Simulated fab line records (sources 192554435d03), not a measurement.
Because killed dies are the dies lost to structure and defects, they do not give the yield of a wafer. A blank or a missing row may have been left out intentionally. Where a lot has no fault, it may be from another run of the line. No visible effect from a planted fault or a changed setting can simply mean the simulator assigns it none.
Which of the tools did it? | flow n5-finfet | 10 lots (29 wafers sampled), 1 step of a 1938-step route

WHAT THE GAUGES READ, wafer by wafer
N5_BEOL_M0_SAQP_CD_MEAS_40: the cd target is 30 nm.
lot  | measured     | on        | cd-nm (nm)
L588 | day 5 18:55  | cd-sem-03 | 30.05 30.27 30.00
L589 | day 6 02:08  | cd-sem-01 | 29.95 29.58 29.89
L591 | day 6 08:38  | cd-sem-01 | 30.21 30.47
L594 | day 7 04:35  | cd-sem-02 | 30.10 29.90 29.93
L595 | day 7 09:50  | cd-sem-01 | 29.90 30.25 29.89
L596 | day 7 16:00  | cd-sem-03 | 30.00 29.89 30.05
L597 | day 7 21:24  | cd-sem-03 | 30.16 30.14 30.11
L598 | day 8 05:15  | cd-sem-03 | 30.14 29.84 30.12
L605 | day 9 22:49  | cd-sem-02 | 29.95 30.06 30.11
L606 | day 10 02:31 | cd-sem-02 | 29.67 29.68 29.77

TOOL THAT RAN EACH LOT (tool first, then ch and the chambers of the sampled wafers, then the start)
Record: no process step prior to these readings.

THE ANSWER, worked out from the rows above alone
Rule: the usual values come from the lots themselves. Put in order of their means at a reading, lots are off if they are a third of the lots or fewer, leave a main group of 4 or more, and stand apart from it by a gap of 3 or more times the standard deviation of the main group's means; of several such gaps the widest counts. Not used: any main group whose means are identical at the precision the tables above print for the reading. A lot without any number at a reading at which 4 lots or more have one is off too. The other lots that the step has rows for count as sound.
No lot is off on any of the readings shown, so nothing can be concluded from this.

WHAT THE SIMULATOR HAD PUT IN
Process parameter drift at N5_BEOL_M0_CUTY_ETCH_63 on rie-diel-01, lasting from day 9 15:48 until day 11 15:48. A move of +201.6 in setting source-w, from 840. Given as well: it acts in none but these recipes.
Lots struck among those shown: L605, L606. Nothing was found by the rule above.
